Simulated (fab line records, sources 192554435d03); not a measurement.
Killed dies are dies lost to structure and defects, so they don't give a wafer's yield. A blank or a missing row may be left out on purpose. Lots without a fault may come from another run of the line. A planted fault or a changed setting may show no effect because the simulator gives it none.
Chamber matching | flow n5_finfet | N5_BEOL_M5_ILD_DEP_00 on pecvd-03: 3 sister chambers
The step deposits SiCOH lowk from DEMS/porogen, target thk 140.64 nm, time 25.9 s. 3 wafers are shown with their chamber, then 9 later ones without.

WAFERS WITH THEIR CHAMBER
wafer  | chamber | heater_power_w (W)
L090.3 | 1       | 322
L091.4 | 0       | 200
L091.6 | 2       | 249

WAFERS WITHOUT THEIR CHAMBER
wafer  | heater_power_w (W)
L093.1 | 230
L093.5 | 339
L093.6 | 236
L092.4 | 291
L092.5 | 295
L092.6 | 244
L097.1 | 297
L097.2 | 255
L097.3 | 258

WHICH CHAMBER EACH WENT THROUGH
wafer  | from the rows above     | in truth
L093.1 | can't be placed: 2 or 0 | 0
L093.5 | 1                       | 1
L093.6 | can't be placed: 2 or 0 | 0
L092.4 | can't be placed: 1 or 2 | 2
L092.5 | can't be placed: 1 or 2 | 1
L092.6 | 2                       | 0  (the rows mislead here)
L097.1 | can't be placed: 1 or 2 | 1
L097.2 | 2                       | 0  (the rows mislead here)
L097.3 | 2                       | 2
Placed correctly: 2 of 9. Can't be placed from these rows: 5 (the true chamber is among the candidates in 5). Placed wrongly: 2.
How it was worked out, from the rows above alone: a wafer's distance from a chamber is the root of the sum, over the readings, of the square of ((its reading less the chamber's mean) divided by the reading's scatter). The wafer belongs to the nearest chamber; if the next one is less than 2 further off, it can't be placed. A chamber's mean is the mean of its shown wafers. The scatter: with one shown wafer a chamber, the root of the mean of the squares of how far each hidden wafer lies from its nearest shown one.
